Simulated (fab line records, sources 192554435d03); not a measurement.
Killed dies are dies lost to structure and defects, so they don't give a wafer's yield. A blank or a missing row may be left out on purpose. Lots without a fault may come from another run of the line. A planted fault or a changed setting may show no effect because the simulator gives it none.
Chamber matching | flow n5_finfet | N5_HKMG_FIN_STRIP_34 on rie_diel-01: 4 sister chambers
The step strips in CF4. 22 wafers are shown with their chamber, then 11 later ones without.

WAFERS WITH THEIR CHAMBER
wafer  | chamber | showerhead_plenum_p_Torr (Torr) | throttle_valve_pct (%) | oes_product_au (a.u.)
L074.1 | 2       | 1.86                            | 13.9                   | 0.71
L074.4 | 1       | 1.88                            | 13.8                   | 0.78
L074.6 | 3       | 1.77                            | 13.1                   | 0.94
L075.2 | 2       | 1.86                            | 13.9                   | 0.70
L075.4 | 0       | 1.90                            | 13.1                   | 0.89
L075.5 | 0       | 1.90                            | 13.1                   | 0.89
L079.1 | 0       | 1.90                            | 13.1                   | 0.88
L079.4 | 2       | 1.86                            | 13.9                   | 0.70
L079.6 | 0       | 1.90                            | 13.1                   | 0.88
L085.2 | 2       | 1.85                            | 14.0                   | 0.70
L085.4 | 3       | 1.76                            | 13.2                   | 0.90
L085.6 | 1       | 1.88                            | 13.8                   | 0.76
L088.1 | 2       | 1.85                            | 14.0                   | 0.70
L088.4 | 1       | 1.87                            | 13.8                   | 0.76
L088.5 | 0       | 1.89                            | 13.2                   | 0.85
L090.1 | 3       | 1.76                            | 13.2                   | 0.88
L090.5 | 3       | 1.76                            | 13.2                   | 0.88
L090.6 | 0       | 1.89                            | 13.2                   | 0.85
L092.2 | 0       | 1.89                            | 13.2                   | 0.84
L092.4 | 1       | 1.87                            | 13.9                   | 0.75
L092.5 | 2       | 1.85                            | 14.0                   | 0.69
L093.2 | 2       | 1.85                            | 14.0                   | 0.68

SIGNATURES (means of the wafers above)
reading                  | chamber 0 | chamber 1 | chamber 2 | chamber 3 | scatter within a chamber
showerhead_plenum_p_Torr | 1.8957    | 1.8750    | 1.8543    | 1.7625    | 0.00536
throttle_valve_pct       | 13.143    | 13.825    | 13.957    | 13.175    | 0.0523
oes_product_au           | 0.8686    | 0.7625    | 0.6971    | 0.9000    | 0.0184
Rule: a wafer's distance from a chamber is the root of the sum, over the readings, of the square of ((its reading less the chamber's mean) divided by the reading's scatter). The wafer belongs to the nearest chamber; if the next one is less than 2 further off, it can't be placed. The scatter: the root of (the sum of the squares of (reading less its chamber's mean) over the shown wafers, divided by (wafers less chambers)).

WAFERS WITHOUT THEIR CHAMBER
wafer  | showerhead_plenum_p_Torr (Torr) | throttle_valve_pct (%) | oes_product_au (a.u.)
L093.4 | 1.89                            | 13.2                   | 0.84
L093.6 | 1.76                            | 13.2                   | 0.86
L076.2 | 1.87                            | 13.8                   | 0.75
L076.3 | 1.76                            | 13.2                   | 0.87
L076.5 | 1.89                            | 13.2                   | 0.83
L097.1 | 1.89                            | 13.2                   | 0.83
L097.3 | 1.85                            | 14.0                   | 0.69
L097.6 | 1.88                            | 13.2                   | 0.83
L096.1 | 1.85                            | 14.0                   | 0.68
L096.3 | 1.88                            | 13.2                   | 0.83
L096.4 | 1.75                            | 13.2                   | 0.86

WHICH CHAMBER EACH WENT THROUGH
wafer  | from the rows above | in truth
L093.4 | 0                   | 0
L093.6 | 3                   | 3
L076.2 | 1                   | 1
L076.3 | 3                   | 3
L076.5 | 0                   | 0
L097.1 | 0                   | 0
L097.3 | 2                   | 2
L097.6 | 0                   | 0
L096.1 | 2                   | 2
L096.3 | 0                   | 0
L096.4 | 3                   | 3
Placed correctly: 11 of 11. Can't be placed from these rows: 0. Placed wrongly: 0.
